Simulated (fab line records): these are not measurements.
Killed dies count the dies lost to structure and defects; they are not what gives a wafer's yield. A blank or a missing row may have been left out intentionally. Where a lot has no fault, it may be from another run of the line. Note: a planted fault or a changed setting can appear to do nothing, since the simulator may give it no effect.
8D (eight disciplines) problem report, filled in by code :: flow n5_finfet :: the parts of the form that need people (team, actions taken, sign-off) are left out

== 1. THE PROBLEM ==
barrier_field_endpoint_s at N5_BEOL_M15_CMP_49 reads a mean of 6.48 s on 3 wafers of 2 lots; wafers without a fault read 11.38 s with a standard deviation of 0.24. That is -20 standard deviations from the usual mean.
The step: polishes, stops on SiO2, t overpolish 4.9 s, target thk 850 nm.
Earliest sighting: wafer L795.5 on cmp-01 at day 15 06:07. At this step, 30 wafers from 10 lots have a number in the record. By rule, "out" or "out of limits" means more than 4 standard deviations away from the usual mean. The other wafers with a number count as sound.

== 2. WHAT IT IS, AND WHAT IT ISN'T ==
question: which readings at this step
is: barrier_field_endpoint_s
is not: head_pressure_psi, motor_current_A, overpolish_run_s

question: which lots
is: L795, L797
is not: L787, L790, L794, L802, L803, L804, L805, L806

question: which wafers of those lots
is: L795.5, L797.4, L797.5
is not: L795.1, L795.3, L797.2

question: read on which tools
is: cmp-01
is not: cmp-02, cmp-04

question: when
is: from day 15 06:07
is not: up to then (11 sound wafers); but 16 sound wafers of L797, L802, L803, L804, L805, L806 came after

== 3. THE SUSPECTS, EACH WITH WHAT RULES IT OUT ==
Counting: if a tool at a process step up to the reading ran every lot that is out, it stays a suspect. Sound lots after the first of them don't rule it out here, since some wafers of a struck lot are sound.
- cmp-01 at N5_BEOL_M15_CMP_49 (polishes, stops on SiO2, t overpolish 4.9 s, target thk 850 nm): kept. Ran every lot that is out, first one L795 (day 15 06:07); last sound lot up to then L790 (day 14 08:27). On those wafers its own readings are out: barrier_field_endpoint_s.
The count leaves cmp-01 at N5_BEOL_M15_CMP_49.

== 4. THE CAUSE (what the simulator had put in) ==
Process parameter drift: cmp-01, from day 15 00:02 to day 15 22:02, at N5_BEOL_M15_CMP_49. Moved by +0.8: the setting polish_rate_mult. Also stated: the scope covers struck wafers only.
This tool alone remained once counting was done.

== 5. SEQUENCE OF EFFECTS, ordered by route ==
Rows list readings where the struck wafers' mean (over those with a number) sits beyond 3 standard deviations from the usual. Readings are gone through only where the record gives a usual standard deviation; hours: the median, over the lots, of the time from a lot's start at the first step in this table giving one to that lot's start at this step; sigmas: the change measured in usual standard deviations.
hours: 0
step: N5_BEOL_M15_CMP_49
reading: barrier_field_endpoint_s
usual: 11.38 s
on struck wafers: 6.48
change: -4.90
sigmas: -20
It contains these process steps:
- N5_BEOL_M15_CMP_49: polishes, stops on SiO2, t overpolish 4.9 s, target thk 850 nm.

== 6. WHAT WOULD HAVE CAUGHT IT SOONER ==
In this record no reading fell out of limits until day 15 06:07, 6 hours after the fault had begun at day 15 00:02.
